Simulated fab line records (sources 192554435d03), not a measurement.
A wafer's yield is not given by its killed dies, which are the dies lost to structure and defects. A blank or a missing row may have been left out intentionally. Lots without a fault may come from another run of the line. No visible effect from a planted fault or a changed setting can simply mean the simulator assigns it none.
fab line records	flow n5-finfet	part 1 of 2: steps 1 to 20 of 29
record: lots: 5	wafers: 15	last-day: 17
route steps=1938 shown BEOL_M2@885
lots with no fault: from the same line, run without faults
start-h: start of the lot's first displayed wafer, in hours after the record's first day	wait-h: hours from the lot's prior step to this one	" as in the row above	L1.1+2: several wafers, shown together as one row	- no value present, or no start provided	* or withheld: withheld	< > ~ a bound
route shown NAME@n: names a module that has steps shown in the file, with the first one's number in the route	usual: mean and standard deviation over wafers with no fault	same: alike in all rows	chamber/n: place in a boat	sites: readings site by site	_std_site: the values' standard deviation	_edge_site: outer sites' mean less inner sites'	radius-mm: how far each site lies from the wafer's centre	mask NAME#n: copy n	behind: tool/chamber where the wafer was last shaped	hold: why the lot went on hold/how many hours it stayed there/how the hold came to an end	device: the transistor (n, p or np) that didn't switch	end of line: the same wafers' tests at the end of the route	for a step that has no rows: nothing shown but its recipe	killed: the dies lost at the first sort to structure and to defects; this is not the yield of the wafer	map: the dies of a wafer, with x for killed, . for not killed, _ for no die there
set.NAME: the setting that was run; set.NAME@STEP: the one run at that earlier step	model.NAME: the simulator's own value behind a step, which no gauge read
lots at selected steps of the route; one table per step, one row per wafer
services: a tool's chamber out of use, with start hour (start-h, from the record's first day; less than 0 if before it), hours out, and reason
== steps ==
step: N5_BEOL_M2_STRIP_71
recipe: chemistry: N2/H2	temp-c: 40	n2-flow-sccm: 200	h2-flow-sccm: 200	rf-frequency-hz: 6e+07
lot.wafer	tool	chamber	start-h	wait-h
L076.1+5+6	rie-diel-06	2,2,0	165.00	0.0
L084.1+3+5	rie-diel-05	0,2,1	198.45	0.0
L089.1+3+5	rie-diel-04	3,0,2	249.54	0.0
L091.3+5+6	rie-diel-06	3,3,2	255.23	0.0
L095.3+5+6	rie-diel-04	1,1,2	271.39	0.0
step: N5_BEOL_M2_STRIP_78
recipe: chemistry: N2/H2	temp-c: 40	n2-flow-sccm: 200	h2-flow-sccm: 200	rf-frequency-hz: 6e+07
lot.wafer	tool	chamber	start-h	wait-h
L076.1+5+6	rie-diel-06	2,2,0	165.01	0.0
L084.1+3+5	rie-diel-05	0,2,1	198.46	0.0
L089.1+3+5	rie-diel-04	3,0,2	249.55	0.0
L091.3+5+6	rie-diel-06	3,3,2	255.24	0.0
L095.3+5+6	rie-diel-04	1,1,2	271.40	0.0
step: N5_BEOL_M2_VIA_ETCH_34
recipe: chemistry: C4F6/O2	target-depth-a: 694	mask-material: SOC	pressure-mtorr: 15	ion-energy-ev: 250	taper-deg: 4	time-s: 65.9	source-w: 350	bias-w: 170	Ar_flow_sccm: 300	C4F6_flow_sccm: 10	O2_flow_sccm: 10
usual: C4F6_flow_sccm: 10.002/0.029	drypump-motor-current-A: 5.8/0.39	oes_o_777_au: 0.82/0.1	oes-product-au: 0.82/0.1	rf-vpp-V: 673/22	showerhead-plenum-p-Torr: 2.87/0.066	throttle-valve-pct: 30.66/0.23
lot.wafer	tool	chamber	start-h	wait-h	C4F6_flow_sccm	drypump-motor-current-A	oes_o_777_au	oes-product-au	rf-hours-counter-h	rf-vpp-V	showerhead-plenum-p-Torr	throttle-valve-pct
L076.1	rie-diel-06	2	165.02	0.0	10.041	6.4	0.99	0.98	8	703	2.88	30.39
L076.5	"	2	"	"	10.048	6.4	0.99	0.97	-	703	2.88	30.43
L076.6	"	0	"	"	10.022	5.3	0.66	0.69	-	641	2.75	31.12
L084.1	rie-diel-05	0	198.47	0.0	9.973	5.4	0.85	0.89	20	678	2.79	30.93
L084.3	"	2	"	"	10.039	5.7	0.76	0.77	132	689	2.94	30.52
L084.5	"	1	"	"	9.974	6.1	0.86	0.89	-	665	2.89	30.54
L089.1	rie-diel-04	3	249.56	0.0	10.003	5.3	0.74	0.70	256	611	2.79	30.86
L089.3	"	0	"	"	9.941	5.4	0.95	0.93	14	695	2.92	30.71
L089.5	"	2	"	"	9.994	5.9	0.77	0.79	-	692	2.96	30.74
L091.3	rie-diel-06	3	255.25	0.0	10.011	5.7	0.85	0.85	46	652	2.87	30.39
L091.5	"	3	"	"	10.017	5.7	0.85	0.84	-	652	2.87	30.40
L091.6	"	2	"	"	10.031	6.4	0.92	0.89	-	703	2.87	30.44
L095.3	rie-diel-04	1	271.41	0.0	9.999	5.4	0.96	0.95	8	657	2.88	30.39
L095.5	"	1	"	"	10.014	5.4	0.97	0.94	-	656	2.88	30.39
L095.6	"	2	"	"	10.010	5.9	0.76	0.78	-	692	2.95	30.75
step: N5_BEOL_M2_STRIP_83
recipe: chemistry: C4F6/O2	resist: SiARC	rf-frequency-hz: 6e+07
lot.wafer	tool	chamber	start-h	wait-h
L076.1+5+6	rie-diel-06	2,2,0	165.07	0.0
L084.1+3+5	rie-diel-05	0,2,1	198.52	0.0
L089.1+3+5	rie-diel-04	3,0,2	249.61	0.0
L091.3+5+6	rie-diel-06	3,3,2	255.30	0.0
L095.3+5+6	rie-diel-04	1,1,2	271.46	0.0
step: N5_BEOL_M2_STRIP_36
recipe: chemistry: N2/H2	power-w: 450	temp-c: 40	pressure-mtorr: 20	rf-frequency-hz: 6e+07	overash-fraction: 0.3	bias-power-w: 7	h2-frac: 0.5	n2-flow-sccm: 200	h2-flow-sccm: 200
usual: drypump-motor-current-A: 5.8/0.39	oes-product-au: 0.82/0.1	rf-vpp-V: 59.2/1.5	showerhead-plenum-p-Torr: 2.57/0.073	throttle-valve-pct: 23.6/0.35
lot.wafer	tool	chamber	start-h	wait-h	drypump-motor-current-A	oes-product-au	rf-hours-counter-h	rf-vpp-V	showerhead-plenum-p-Torr	throttle-valve-pct
L076.1	rie-diel-06	2	165.08	0.0	6.4	0.96	8	57.7	2.58	23.2
L076.5	"	2	"	"	6.4	0.94	-	58.2	2.58	23.1
L076.6	"	0	"	"	5.3	0.68	-	60.3	2.39	23.4
L084.1	rie-diel-05	0	198.53	0.0	5.4	0.90	20	57.2	2.51	23.9
L084.3	"	2	"	"	5.7	0.77	132	57.2	2.67	23.9
L084.5	"	1	"	"	6.1	0.90	-	59.2	2.58	23.3
L089.1	rie-diel-04	3	249.62	0.0	5.4	0.71	256	58.7	2.49	23.7
L089.3	"	0	"	"	5.3	0.90	14	59.7	2.58	23.3
L089.5	"	2	"	"	5.8	0.79	-	61.3	2.64	23.4
L091.3	rie-diel-06	3	255.31	0.0	5.7	0.86	46	58.4	2.59	23.3
L091.5	"	3	"	"	5.7	0.86	-	58.0	2.59	23.4
L091.6	"	2	"	"	6.4	0.88	-	56.8	2.57	23.2
L095.3	rie-diel-04	1	271.47	0.0	5.4	0.97	8	60.2	2.62	24.0
L095.5	"	1	"	"	5.4	0.98	-	61.4	2.62	24.0
L095.6	"	2	"	"	5.8	0.78	-	60.8	2.64	23.4
step: N5_BEOL_M2_TRENCH_ETCH_37
recipe: chemistry: C4F6/O2	target-depth-a: 555.55	target: SiOC	time-s: 29.2	ion-energy-ev: 250	pressure-mtorr: 30	source-w: 355	bias-w: 185	Ar_flow_sccm: 300	C4F6_flow_sccm: 10	O2_flow_sccm: 10
usual: C4F6_flow_sccm: 10.000/0.029	drypump-motor-current-A: 5.8/0.39	oes_o_777_au: 0.82/0.1	oes-product-au: 0.82/0.099	rf-vpp-V: 673/22	showerhead-plenum-p-Torr: 2.87/0.066	throttle-valve-pct: 20.78/0.23
lot.wafer	tool	chamber	start-h	wait-h	C4F6_flow_sccm	drypump-motor-current-A	oes_o_777_au	oes-product-au	rf-hours-counter-h	rf-vpp-V	showerhead-plenum-p-Torr	throttle-valve-pct
L076.1	rie-diel-06	2	-	-	10.035	6.4	1.00	0.97	8	704	2.88	20.47
L076.5	"	2	"	"	10.014	6.4	1.00	0.97	-	705	2.88	20.48
L076.6	"	0	"	"	10.016	5.3	0.66	0.68	-	640	2.76	21.19
L084.1	rie-diel-05	0	-	-	10.012	5.4	0.86	0.89	20	681	2.79	20.79
L084.3	"	2	"	"	9.955	5.7	0.76	0.77	132	688	2.95	20.74
L084.5	"	1	"	"	9.996	6.1	0.86	0.88	-	665	2.90	20.53
L089.1	rie-diel-04	3	-	-	9.970	5.3	0.75	0.70	256	609	2.79	21.09
L089.3	"	0	"	"	10.009	5.3	0.96	0.93	14	695	2.92	20.86
L089.5	"	2	"	"	10.013	5.8	0.77	0.80	-	693	2.96	20.93
L091.3	rie-diel-06	3	-	-	10.028	5.7	0.85	0.85	46	652	2.87	20.47
L091.5	"	3	"	"	10.036	5.7	0.84	0.86	-	652	2.87	20.50
L091.6	"	2	"	"	10.015	6.4	0.92	0.91	-	703	2.87	20.51
L095.3	rie-diel-04	1	-	-	10.028	5.4	0.96	0.95	8	656	2.88	20.52
L095.5	"	1	"	"	10.031	5.4	0.97	0.95	-	658	2.88	20.50
L095.6	"	2	"	"	9.960	5.9	0.76	0.78	-	695	2.96	20.96
step: N5_BEOL_M2_ETCH_41
recipe: chemistry: CH3F/O2	target: SiCN	target-depth-a: 299	taper-deg: 2	time-s: 52.5	ion-energy-ev: 120	mask-material: TiN	pressure-mtorr: 30	source-w: 395	bias-w: 75	Ar_flow_sccm: 150	CH3F_flow_sccm: 30	O2_flow_sccm: 20
usual: drypump-motor-current-A: 5.8/0.39	oes-product-au: 0.82/0.1	rf-vpp-V: 297.9/1.2	showerhead-plenum-p-Torr: 2.02/0.05	throttle-valve-pct: 16.23/0.24
lot.wafer	tool	chamber	start-h	wait-h	drypump-motor-current-A	oes-product-au	rf-hours-counter-h	rf-vpp-V	showerhead-plenum-p-Torr	throttle-valve-pct
L076.1	rie-diel-06	2	-	-	6.4	0.97	8	298.7	2.03	15.96
L076.5	"	2	"	"	6.4	0.97	-	297.6	2.03	15.95
L076.6	"	0	"	"	5.3	0.69	-	293.7	1.93	16.56
L084.1	rie-diel-05	0	-	-	5.3	0.90	20	296.3	1.96	16.17
L084.3	"	2	"	"	5.7	0.77	132	296.7	2.08	16.26
L084.5	"	1	"	"	6.1	0.88	-	297.8	2.04	15.98
L089.1	rie-diel-04	3	-	-	5.3	0.70	256	297.2	1.97	16.65
L089.3	"	0	"	"	5.3	0.92	14	298.0	2.06	16.24
L089.5	"	2	"	"	5.9	0.80	-	298.6	2.09	16.41
L091.3	rie-diel-06	3	-	-	5.7	0.85	47	298.7	2.02	15.97
L091.5	"	3	"	"	5.7	0.86	-	298.7	2.02	15.97
L091.6	"	2	"	"	6.4	0.91	-	299.6	2.02	16.01
L095.3	rie-diel-04	1	-	-	5.4	0.95	8	298.3	2.03	15.97
L095.5	"	1	"	"	5.4	0.95	-	298.6	2.03	15.98
L095.6	"	2	"	"	5.9	0.78	-	298.3	2.08	16.43
step: N5_BEOL_M2_STRIP_97
recipe: chemistry: N2/H2	time-s: 10	power-w: 450	temp-c: 40	pressure-mtorr: 20	rf-frequency-hz: 6e+07	bias-power-w: 7	n2-flow-sccm: 200	h2-flow-sccm: 200
usual: drypump-motor-current-A: 5.8/0.39	oes-product-au: 0.82/0.098	rf-vpp-V: 59.4/0.87	showerhead-plenum-p-Torr: 2.57/0.073	throttle-valve-pct: 23.6/0.35
lot.wafer	tool	chamber	start-h	wait-h	drypump-motor-current-A	oes-product-au	rf-hours-counter-h	rf-vpp-V	showerhead-plenum-p-Torr	throttle-valve-pct
L076.1	rie-diel-06	2	-	-	6.4	0.95	8	59.9	2.58	23.2
L076.5	"	2	"	"	6.4	0.94	-	61.7	2.58	23.2
L076.6	"	0	"	"	5.4	0.68	-	58.1	2.40	23.4
L084.1	rie-diel-05	0	-	-	5.3	0.89	20	58.1	2.51	24.0
L084.3	"	2	"	"	5.7	0.77	133	59.5	2.67	23.9
L084.5	"	1	"	"	6.1	0.90	-	58.5	2.58	23.3
L089.1	rie-diel-04	3	-	-	5.3	0.71	256	59.3	2.49	23.7
L089.3	"	0	"	"	5.3	0.89	15	60.2	2.58	23.3
L089.5	"	2	"	"	5.9	0.80	-	60.9	2.64	23.4
L091.3	rie-diel-06	3	-	-	5.7	0.87	47	59.3	2.59	23.3
L091.5	"	3	"	"	5.7	0.86	-	58.9	2.59	23.3
L091.6	"	2	"	"	6.4	0.87	-	59.8	2.57	23.2
L095.3	rie-diel-04	1	-	-	5.4	0.96	8	60.6	2.62	24.0
L095.5	"	1	"	"	5.4	0.97	-	58.8	2.62	24.1
L095.6	"	2	"	"	5.8	0.78	-	59.7	2.64	23.4
step: N5_BEOL_M2_OCD_MEAS_38
usual: trench-depth-nm: 55.9/1.3
lot.wafer	tool	chamber	start-h	wait-h	trench-depth-nm
L076.1	ocd-02	-	165.27	-	56.8
L076.5	"	-	"	"	56.3
L076.6	"	-	"	"	53.8
L084.1	ocd-01	-	198.72	-	53.9
L084.3	"	-	"	"	55.9
L084.5	"	-	"	"	57.6
L089.1	ocd-02	-	249.82	-	56.4
L089.3	"	-	"	"	56.8
L089.5	"	-	"	"	56.3
L091.3	ocd-02	-	255.51	-	56.5
L091.5	"	-	"	"	57.1
L091.6	"	-	"	"	55.7
L095.3	ocd-01	-	271.67	-	56.4
L095.5	"	-	"	"	56.3
L095.6	"	-	"	"	56.7
step: N5_BEOL_M2_HM_STRIP_39
recipe: chemistry: peroxide-tin-strip	material: TiN	target-depth-a: 250	temp-c: 50	time-s: 158
usual: bath-guard-temp-C: 49.9/0.41	bath-heat-duty-pct: 7.3/0.86
lot.wafer	tool	chamber	start-h	wait-h	bath-guard-temp-C	bath-heat-duty-pct
L076.1	wet-bench-03	7	165.31	0.0	50.4	7.0
L076.5	"	5	"	"	50.4	5.8
L076.6	"	6	"	"	50.1	6.8
L084.1	wet-bench-05	1	198.76	0.0	49.0	8.3
L084.3	"	3	"	"	49.7	6.4
L084.5	"	0	"	"	50.1	6.5
L089.1	wet-bench-03	0	249.85	0.0	49.9	6.8
L089.3	"	3	"	"	49.7	6.2
L089.5	"	7	"	"	50.2	7.4
L091.3	wet-bench-04	2	255.54	0.0	50.1	7.2
L091.5	"	6	"	"	50.4	6.6
L091.6	"	3	"	"	49.7	8.4
L095.3	wet-bench-05	2	271.70	0.0	49.5	6.5
L095.5	"	0	"	"	49.6	7.5
L095.6	"	3	"	"	49.6	6.9
step: N5_BEOL_M2_SRD_40
recipe: time-s: 30	temp-c: 23	rinse-liquid: diw	dry: ipa-marangoni
usual: bath-heat-duty-pct: 3.8/0.51	do-supply-ppb: 10.00/0.096
lot.wafer	tool	chamber	start-h	wait-h	bath-heat-duty-pct	do-supply-ppb
L076.1	wet-bench-03	7	165.36	0.0	3.1	10.07
L076.5	"	5	"	"	3.0	10.08
L076.6	"	6	"	"	3.0	10.03
L084.1	wet-bench-05	1	198.81	0.0	4.3	10.15
L084.3	"	3	"	"	4.1	10.09
L084.5	"	0	"	"	3.9	9.88
L089.1	wet-bench-03	0	249.90	0.0	2.6	10.02
L089.3	"	3	"	"	3.5	10.03
L089.5	"	7	"	"	4.1	9.92
L091.3	wet-bench-04	2	255.58	0.0	4.0	10.02
L091.5	"	6	"	"	3.6	10.03
L091.6	"	3	"	"	3.9	9.91
L095.3	wet-bench-05	2	271.75	0.0	3.6	9.87
L095.5	"	0	"	"	3.3	9.91
L095.6	"	3	"	"	3.8	10.19
step: N5_BEOL_M2_PRECLEAN_42
recipe: chemistry: residue-remover	time-s: 60	temp-c: 40
usual: bath-guard-temp-C: 39.9/0.41	bath-heat-duty-pct: 4.7/0.59
lot.wafer	tool	chamber	start-h	wait-h	bath-guard-temp-C	bath-heat-duty-pct
L076.1	wet-bench-03	7	165.37	0.0	40.1	4.4
L076.5	"	5	"	"	40.4	4.4
L076.6	"	6	"	"	39.7	3.6
L084.1	wet-bench-05	1	198.83	0.0	39.6	5.5
L084.3	"	3	"	"	39.9	5.0
L084.5	"	0	"	"	40.1	4.8
L089.1	wet-bench-03	0	249.91	0.0	39.8	4.7
L089.3	"	3	"	"	40.0	4.9
L089.5	"	7	"	"	40.4	3.9
L091.3	wet-bench-04	2	255.60	0.0	40.3	5.6
L091.5	"	6	"	"	40.0	3.9
L091.6	"	3	"	"	39.5	4.7
L095.3	wet-bench-05	2	271.76	0.0	39.3	4.2
L095.5	"	0	"	"	39.5	4.3
L095.6	"	3	"	"	39.9	4.5
step: N5_BEOL_M2_SRD_43
recipe: time-s: 30	temp-c: 23	rinse-liquid: diw	dry: ipa-marangoni
usual: bath-heat-duty-pct: 3.7/0.55	do-supply-ppb: 10.01/0.1
lot.wafer	tool	chamber	start-h	wait-h	bath-heat-duty-pct	do-supply-ppb
L076.1	wet-bench-03	7	165.39	0.0	4.2	9.98
L076.5	"	5	"	"	3.6	9.82
L076.6	"	6	"	"	3.6	9.95
L084.1	wet-bench-05	1	198.85	0.0	3.6	9.95
L084.3	"	3	"	"	4.2	10.04
L084.5	"	0	"	"	3.5	10.08
L089.1	wet-bench-03	0	249.93	0.0	3.5	10.01
L089.3	"	3	"	"	3.2	10.07
L089.5	"	7	"	"	4.1	9.91
L091.3	wet-bench-04	2	255.62	0.0	4.6	9.93
L091.5	"	6	"	"	3.3	10.05
L091.6	"	3	"	"	4.4	10.04
L095.3	wet-bench-05	2	271.78	0.0	2.9	10.11
L095.5	"	0	"	"	3.3	10.03
L095.6	"	3	"	"	3.6	10.03
step: N5_BEOL_M2_CD_MEAS_35
recipe: target-cd-nm: 18	target-cd-y-nm: 22.2	polarity: opening
usual: cd-nm: 18.0/0.45
lot.wafer	tool	chamber	start-h	wait-h	cd-nm
L076.1	cd-sem-01	-	165.43	0.0	18.3
L076.5	"	-	"	"	18.8
L076.6	"	-	"	"	19.1
L084.1	cd-sem-02	-	198.89	0.0	18.4
L084.3	"	-	"	"	17.9
L084.5	"	-	"	"	18.3
L089.1	cd-sem-01	-	249.97	0.0	17.4
L089.3	"	-	"	"	18.0
L089.5	"	-	"	"	18.3
L091.3	cd-sem-03	-	255.66	0.0	17.8
L091.5	"	-	"	"	17.7
L091.6	"	-	"	"	18.4
L095.3	cd-sem-02	-	271.82	0.0	18.5
L095.5	"	-	"	"	18.2
L095.6	"	-	"	"	18.6
step: N5_BEOL_M2_DEGAS_44
recipe: ambient: vacuum	temp-c: 250	time-s: 60
usual: heater-power-w: 334/25
lot.wafer	tool	chamber	start-h	wait-h	heater-power-w
L076.1	pvd-sputter-02	-	165.67	0.2	358
L076.5	"	-	"	"	299
L076.6	"	-	"	"	371
L084.1	pvd-sputter-01	-	199.37	0.5	319
L084.3	"	-	"	"	329
L084.5	"	-	"	"	310
L089.1	pvd-sputter-02	-	250.41	0.4	364
L089.3	"	-	"	"	377
L089.5	"	-	"	"	326
L091.3	pvd-sputter-03	-	256.00	0.3	322
L091.5	"	-	"	"	355
L091.6	"	-	"	"	320
L095.3	pvd-sputter-02	-	272.34	0.5	377
L095.5	"	-	"	"	358
L095.6	"	-	"	"	315
step: N5_BEOL_M2_PRE_CLEAN_45
recipe: gas: H2/He	time-s: 30	temp-c: 250
usual: heater-power-w: 334/26
lot.wafer	tool	chamber	start-h	wait-h	heater-power-w
L076.1	pvd-sputter-02	-	165.71	0.0	353
L076.5	"	-	"	"	309
L076.6	"	-	"	"	363
L084.1	pvd-sputter-01	-	199.41	0.0	313
L084.3	"	-	"	"	323
L084.5	"	-	"	"	305
L089.1	pvd-sputter-02	-	250.45	0.0	362
L089.3	"	-	"	"	366
L089.5	"	-	"	"	325
L091.3	pvd-sputter-03	-	256.04	0.0	319
L091.5	"	-	"	"	351
L091.6	"	-	"	"	314
L095.3	pvd-sputter-02	-	272.38	0.0	370
L095.5	"	-	"	"	364
L095.6	"	-	"	"	313
step: N5_BEOL_M2_ALD_84
recipe: material: TaN	target-thk-a: *	temp-c: 275	ald-precursor-family: PDMAT	ald-co-reactant: NH3	pressure-torr: 3	carrier-flow-sccm: 1500	pulse-time-s: 2	purge-time-s: 3	co-reactant-purge-time-s: 2	co-reactant-pulse-time-s: 3	ald-cycles: 30	precursor-vessel-temp-c: 75	precursor-vessel-pressure-torr: 26.25	precursor-vessel-carrier-sccm: 1000
usual: heater-power-w: 421/46
lot.wafer	tool	chamber	start-h	wait-h	heater-power-w
L076.1	ald-metal-02	3	165.77	0.0	426
L076.5	"	1	"	"	417
L076.6	"	2	"	"	380
L084.1	ald-metal-03	0	199.47	0.0	418
L084.3	"	1	"	"	505
L084.5	"	3	"	"	350
L089.1	ald-metal-03	1	250.51	0.0	495
L089.3	"	0	"	"	420
L089.5	"	0	"	"	420
L091.3	ald-metal-02	2	256.13	0.1	382
L091.5	"	3	"	"	418
L091.6	"	0	"	"	412
L095.3	ald-metal-04	0	272.46	0.1	498
L095.5	"	2	"	"	363
L095.6	"	3	"	"	393
step: N5_BEOL_M2_SURFACE_TREAT_85
recipe: gas: Ar	time-s: *	ion-energy-ev: *	ion-current-ma-cm2: 0.5	pressure-mtorr: *	ar-flow-sccm: 30
usual: throttle-valve-pct: *
lot.wafer	tool	chamber	start-h	wait-h	throttle-valve-pct
L076.1	pvd-sputter-03	-	166.08	0.2	*
L076.5	"	-	"	"	*
L076.6	"	-	"	"	*
L084.1	pvd-sputter-02	-	199.74	0.2	*
L084.3	"	-	"	"	*
L084.5	"	-	"	"	*
L089.1	pvd-sputter-03	-	250.80	0.2	*
L089.3	"	-	"	"	*
L089.5	"	-	"	"	*
L091.3	pvd-sputter-03	-	256.58	0.3	*
L091.5	"	-	"	"	*
L091.6	"	-	"	"	*
L095.3	pvd-sputter-01	-	272.82	0.3	*
L095.5	"	-	"	"	*
L095.6	"	-	"	"	*
step: N5_BEOL_M2_CVD_47
recipe: material: Co	target-thk-a: 30	temp-c: withheld	precursor: CCTBA/H2	pressure-torr: 30	time-s: 223.8
lot.wafer	tool	chamber	start-h	wait-h
L076.1+5+6	cvd-co-01	2,2,1	166.15	0.0
L084.1+3+5	cvd-co-02	2,0,0	199.80	0.0
L089.1+3+5	cvd-co-01	1,2,2	250.86	0.0
L091.3+5+6	cvd-co-01	2,2,0	256.74	0.1
L095.3+5+6	cvd-co-02	1,2,1	273.04	0.2
step: N5_BEOL_M2_SPUTTER_48
recipe: material: Cu	target-thk-a: 45	temp-c: -20	chamber-pressure-pa: 0.07	power-w: withheld	time-s: 8.29
usual: chuck-sensor-temp-C: -15.9/0.5	throttle-valve-pct: 30.3/0.94
lot.wafer	tool	chamber	start-h	wait-h	chuck-sensor-temp-C	throttle-valve-pct
L076.1	pvd-sputter-03	-	166.30	0.1	-16.6	29.5
L076.5	"	-	"	"	-15.2	30.8
L076.6	"	-	"	"	-15.4	31.6
L084.1	pvd-sputter-02	-	199.98	0.1	-15.9	29.9
L084.3	"	-	"	"	-15.6	31.9
L084.5	"	-	"	"	-15.9	29.8
L089.1	pvd-sputter-02	-	251.04	0.1	-16.8	29.6
L089.3	"	-	"	"	-15.9	30.2
L089.5	"	-	"	"	-15.5	31.7
L091.3	pvd-sputter-02	-	258.22	1.4	-16.3	29.9
L091.5	"	-	"	"	-16.1	30.0
L091.6	"	-	"	"	-16.3	29.9
L095.3	pvd-sputter-02	-	273.46	0.4	-16.3	30.3
L095.5	"	-	"	"	-16.9	29.5
L095.6	"	-	"	"	-16.4	30.2
